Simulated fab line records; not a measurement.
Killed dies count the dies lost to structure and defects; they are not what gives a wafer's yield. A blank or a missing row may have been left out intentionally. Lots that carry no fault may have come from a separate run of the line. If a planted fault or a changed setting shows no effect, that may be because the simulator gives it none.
Split-lot trial    flow n5Finfet    7 lots, 21 wafers read, on a route of 1938 steps

ABOUT THE SPLIT
At N5_HKMG_FIN_DESCUM_17 (chemistry O2, time 7.9 s), the setting timeS was moved away from the recipe's 7.9 s on 8 of the 21 wafers read, by -8.9% to +22.0%. The other wafers ran this setting at the recipe's value.

Between the split and the reading, the file records no step.

THE READING
CAR-ArF_of_HKMG_FIN_COAT_06.thkNm (the simulator's own value, which no gauge read), in nm, at N5_HKMG_FIN_ETCH_31 (etches SiARC in CF4, target depth 45.5 nm, time 75.8 s). No usual value for it is given in the file. Here, 13 wafers ran the recipe; their average is 50.9 nm with a standard deviation of 0.17 nm.

wafer   tool, chamber at the split  timeS as run, s  against the recipe  CAR-ArF_of_HKMG_FIN_COAT_06.thkNm, nm  against lot-mates on the recipe
L078.3  rieDiel-05, 1,0,0           7.198            -8.9%               51                                     no lot-mate on the recipe
L078.5  rieDiel-05, 1,0,0           7.198            -8.9%               51                                     no lot-mate on the recipe
L078.4  rieDiel-05, 1,0,0           7.198            -8.9%               50.8                                   no lot-mate on the recipe
L079.1  rieDiel-05, 3,0,0           7.9              recipe              51                                     -
L079.4  rieDiel-05, 3,0,0           7.9              recipe              51                                     -
L079.6  rieDiel-05, 3,0,0           7.9              recipe              51                                     -
L082.2  rieDiel-05, 0,1             7.9              recipe              50.8                                   -
L082.3  rieDiel-05, 0,1             7.9              recipe              50.6                                   -
L082.6  rieDiel-05, 1               8.607            +8.9%               50                                     -0.7
L084.2  rieDiel-05, 0               9.641            +22.0%              49.8                                   -1.0
L084.3  rieDiel-05, 1               7.9              recipe              50.8                                   -
L084.5  rieDiel-05, 1               7.9              recipe              50.8                                   -
L085.2  rieDiel-05, 0               7.9              recipe              51                                     -
L085.6  rieDiel-05, 2               7.9              recipe              51                                     -
L085.3  rieDiel-05, 3               9.6              +21.5%              50                                     -1.0
L090.1  rieDiel-03, 1,0             7.9              recipe              50.8                                   -
L090.4  rieDiel-03, 1,0             7.9              recipe              50.8                                   -
L090.2  rieDiel-03, 2               7.9              recipe              50.6                                   -
L092.2  rieDiel-01, 1,3             8.89             +12.5%              50.4                                   -0.8
L092.6  rieDiel-01, 1,3             8.89             +12.5%              50.4                                   -0.8
L092.5  rieDiel-01, 2               7.9              recipe              51.2                                   -
When a row names more than one chamber, that row covers several wafers, and the file does not tell which wafer ran in which chamber.

THE FIT
A straight line over all 21 wafers: CAR-ArF_of_HKMG_FIN_COAT_06.thkNm changes by -0.0379 nm for each +1% of timeS; r = -0.84; the points scatter about the line by 0.21 nm.
The same after taking each lot's own level away (the mean of its wafers on the recipe; 18 wafers): -0.0509 nm for each +1%; r = -0.97; scatter 0.1 nm.
The reading moves by 1.1 nm for the largest change in timeS, on that fit.
The span of the lots' own levels, 50.70 to 51.20 nm, comes to 3.0 times the standard deviation stated above.
So the lot-to-lot level changes the slope: the two fits differ.
Check: -1.22 nm against its lot-mates is what the line predicts for one of the wafers moved furthest among these (+22.0%) when that wafer is left out of the fit. Against them it came out at -1 nm.

THESE WAFERS: OTHER SPLITS
These wafers also went through other splits before the reading. Each is held against what the fit with the lots' levels taken away leaves over:
other split on the same wafers  wafers away from the commonest value  r with CAR-ArF_of_HKMG_FIN_COAT_06.thkNm (lot level and that fit taken away)
N5_SD_EPI_N_EPI_21 tempC        11                                    -0.23
N5_SD_EPI_N_PRECLEAN_49 tempC   9                                     +0.20
N5_SDB_ETCH_17 biasW            5                                     +0.45
N5_SDB_STRIP_22 powerW          4                                     +0.32
N5_HKMG_FIN_PEB_47 pebTimeS     7                                     +0.20
N5_HKMG_FIN_ETCH_55 biasW       11                                    -0.14

THE WHOLE CHAIN: every reading that the file lists as answering this split, in the file's order
step                   what it does                                            reading                                                                             change (the file's fit)                 r (the file's)
N5_HKMG_FIN_DESCUM_17  chemistry O2, time 7.9 s                                CAR-ArF_of_HKMG_FIN_COAT_06.thkNm (the simulator's own value, which no gauge read)  -0.0494 nm for each +1% of the setting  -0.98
N5_HKMG_FIN_ETCH_31    etches SiARC in CF4, target depth 45.5 nm, time 75.8 s  CAR-ArF_of_HKMG_FIN_COAT_06.thkNm (the simulator's own value, which no gauge read)  -0.0505 nm for each +1% of the setting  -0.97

FILE'S OWN FIT
CAR-ArF_of_HKMG_FIN_COAT_06.thkNm changes by -0.0505 nm for each +1% of timeS, r = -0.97.
